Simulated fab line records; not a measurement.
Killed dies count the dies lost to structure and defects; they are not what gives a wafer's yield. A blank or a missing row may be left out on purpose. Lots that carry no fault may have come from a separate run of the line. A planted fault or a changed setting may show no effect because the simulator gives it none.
What tool caused it?	flow nandHarc	13 lots with 39 wafers sampled at 5 steps, on a route of 1302 steps

## WHAT THE GAUGES SHOWED, per wafer
NHARC_A_ONON_D1_THK_MEAS_02: measures by ellipsometry.
lot	measured	on	thkNm (nm)
L549	day 7 19:21	filmMetro-02	1009 1010 1009
L551	day 8 12:41	filmMetro-01	1005 1006 1006
L553	day 9 04:56	filmMetro-01	986 984 986
L555	day 10 05:13	filmMetro-02	1008 1011 1010
L556	day 10 15:05	filmMetro-02	996 998 997
L557	day 11 06:50	filmMetro-02	994 991 994
L558	day 11 15:28	filmMetro-02	1005 1004 1004
L559	day 12 00:59	filmMetro-02	985 985 985
L560	day 12 11:19	filmMetro-01	1010 1010 1012
L561	day 12 11:16	filmMetro-02	994 996 995
L562	day 13 20:20	filmMetro-01	1015 1013 1013
L568	day 15 12:20	filmMetro-02	974 975 976
L569	day 15 23:55	filmMetro-02	987 989 989

NHARC_A_ONON_D1_THK_MEAS_11: measures by ellipsometry.
lot	measured	on	thkNm (nm)
L549	day 7 21:02	filmMetro-02	1004 1004 1007
L551	day 8 14:23	filmMetro-02	987 989 989
L553	day 9 06:38	filmMetro-01	1018 1019 1017
L555	day 10 06:55	filmMetro-02	1011 1011 1009
L556	day 10 16:47	filmMetro-02	989 994 992
L557	day 11 08:32	filmMetro-01	989 989 987
L558	day 11 17:11	filmMetro-02	1013 1013 1013
L559	day 12 02:41	filmMetro-02	979 982 979
L560	day 12 13:34	filmMetro-02	1006 1007 1005
L561	day 12 13:22	filmMetro-01	997 997 998
L562	day 13 22:02	filmMetro-02	993 992 993
L568	day 15 14:02	filmMetro-01	1878 1877 1879 1877 1880 1880
L569	day 16 01:37	filmMetro-02	1875 1876 1876 1875 1875 1875

NHARC_A_ONON_D1_THK_MEAS_34: measures by ellipsometry.
lot	measured	on	thkNm (nm)
L549	day 8 10:47	filmMetro-02	199.6 199.7 204.2
L551	day 9 04:26	filmMetro-01	194.4 201.7 198.8
L553	day 9 18:03	filmMetro-01	198.6 199.2 199.3
L555	day 10 20:49	filmMetro-02	200.6 200.6 204.2
L556	day 11 05:32	filmMetro-02	200.5 202.0 204.1
L557	day 11 20:39	filmMetro-02	199.4 204.6 204.1
L558	day 12 04:46	filmMetro-01	201.8 202.2 207.2
L559	day 12 14:44	filmMetro-02	199.9 206.4 201.1
L560	day 13 00:29	filmMetro-02	196.0 198.4 197.7
L561	day 13 00:28	filmMetro-01	201.4 201.2 204.2
L562	day 14 10:59	filmMetro-02	194.2 199.6 200.1

## EACH LOT AND THE TOOL THAT RAN IT (in order: tool; ch and the chambers of the sampled wafers; start)
lot	NHARC_P_BONDPAD_ACTIVATE_29	NHARC_A_ONON_D1_DEP_09
L549	rieDiel-06 ch 0,3, day 6 21:03	pecvdOnon-03 ch 0, day 7 20:32
L551	rieDiel-06 ch 0,2,3, day 7 10:17	pecvdOnon-02 ch 0, day 8 13:53
L553	rieDiel-06 ch 0,2, day 8 05:44	pecvdOnon-02 ch 0, day 9 06:11
L555	rieDiel-05 ch 2,3, day 9 04:55	pecvdOnon-01 ch 0, day 10 06:24
L556	rieDiel-10 ch 0,3, day 9 16:22	pecvdOnon-01 ch 0, day 10 16:20
L557	rieDiel-10 ch 1,3, day 10 07:09	pecvdOnon-01 ch 0, day 11 08:08
L558	rieDiel-10 ch 0,1,3, day 10 15:21	pecvdOnon-03 ch 0, day 11 16:40
L559	rieDiel-10 ch 0,2, day 11 01:31	pecvdOnon-02 ch 0, day 12 02:14
L560	rieDiel-05 ch 0,1,3, day 11 11:01	pecvdOnon-03 ch 0, day 12 13:04
L561	rieDiel-10 ch 0,1, day 11 12:43	pecvdOnon-02 ch 0, day 12 12:55
L562	rieDiel-06 ch 0,3, day 12 20:10	pecvdOnon-01 ch 0, day 13 21:39
L568	rieDiel-10 ch 0,3, day 14 13:16	pecvdOnon-02 ch 0, day 15 13:38
L569	rieDiel-06 ch 0,1,2, day 15 00:49	pecvdOnon-02 ch 0, day 16 01:06
- NHARC_P_BONDPAD_ACTIVATE_29: chemistry N2, time 60 s.
- NHARC_A_ONON_D1_DEP_09: target thk 1000 nm.

## AS READ BY THE TOOLS THEMSELVES (means over the sampled wafers that have a number; for cases with no such wafer, the mark the record gives instead)
NHARC_P_BONDPAD_ACTIVATE_29.
lot	tool	drypumpMotorCurrentA (A)	n2FlowSccm (sccm)	oesProductAu (a.u.)	rfVppV (V)	showerheadPlenumPTorr (Torr)
L549	rieDiel-06	5.9	199.5	0.989	63.8	1.74
L551	rieDiel-06	5.9	200.4	1.007	64.8	1.78
L553	rieDiel-06	5.9	199.9	1.003	62.7	1.72
L555	rieDiel-05	6.1	199.8	0.993	64.5	1.81
L556	rieDiel-10	5.3	200.2	1.008	63.3	1.83
L557	rieDiel-10	5.4	201.2	1.007	65.2	1.82
L558	rieDiel-10	5.6	200.0	1.006	63.7	1.85
L559	rieDiel-10	6.0	200.6	1.003	63.9	1.80
L560	rieDiel-05	6.0	199.8	0.999	63.6	1.72
L561	rieDiel-10	5.8	200.2	1.007	64.1	1.88
L562	rieDiel-06	5.9	199.7	1.002	64.9	1.81
L568	rieDiel-10	5.3	199.9	1.005	64.8	1.83
L569	rieDiel-06	6.2	200.2	1.002	64.7	1.76

NHARC_A_ONON_D1_DEP_09.
lot	tool	n2FlowSccm (sccm)	n2oFlowSccm (sccm)
L549	pecvdOnon-03	2755	1999
L551	pecvdOnon-02	2751	2002
L553	pecvdOnon-02	2745	2000
L555	pecvdOnon-01	2730	2005
L556	pecvdOnon-01	2756	2000
L557	pecvdOnon-01	2761	2002
L558	pecvdOnon-03	2747	2002
L559	pecvdOnon-02	2757	1993
L560	pecvdOnon-03	2750	1994
L561	pecvdOnon-02	2757	1993
L562	pecvdOnon-01	2748	1991
L568	pecvdOnon-02	2747	2002
L569	pecvdOnon-02	2740	1997

## THE ANSWER, worked out from the rows above alone
Rule: the lots themselves supply what counts as usual. Put in order of their means at a reading, lots are off if they are a third of the lots or fewer, leave a main group of 4 or more, and stand apart from it by a gap of 3 or more times the standard deviation of the main group's means; of several such gaps the widest counts. Not used: any main group whose means are identical at the precision the tables above print for the reading. Also off: a lot with no number at a reading for which 4 or more lots have one. Where the step has rows for the other lots, those lots are counted as sound. First the gauges in route order, then the tools' own readings, where a lot's mean is used as printed above. At the first step where some lot is off, the reading lying furthest off is the one used; lots without a number count as furthest.
Off: L568, L569 (NHARC_A_ONON_D1_THK_MEAS_11, thkNm). The main group: mean 999 nm, standard deviation 12.
If a tool, at a process step before that reading, ran all the lots that are off and no sound lot after the first of them, it fits. Those tools and the gauges at NHARC_A_ONON_D1_THK_MEAS_11 are tried in the same way. One fits: pecvdOnon-02 at NHARC_A_ONON_D1_DEP_09. A fault onset in the window from L561 (day 12 12:55, its last sound lot) to L568 (day 15 13:38, its first lot off) fits.

## WHAT THE SIMULATOR HAD PUT IN
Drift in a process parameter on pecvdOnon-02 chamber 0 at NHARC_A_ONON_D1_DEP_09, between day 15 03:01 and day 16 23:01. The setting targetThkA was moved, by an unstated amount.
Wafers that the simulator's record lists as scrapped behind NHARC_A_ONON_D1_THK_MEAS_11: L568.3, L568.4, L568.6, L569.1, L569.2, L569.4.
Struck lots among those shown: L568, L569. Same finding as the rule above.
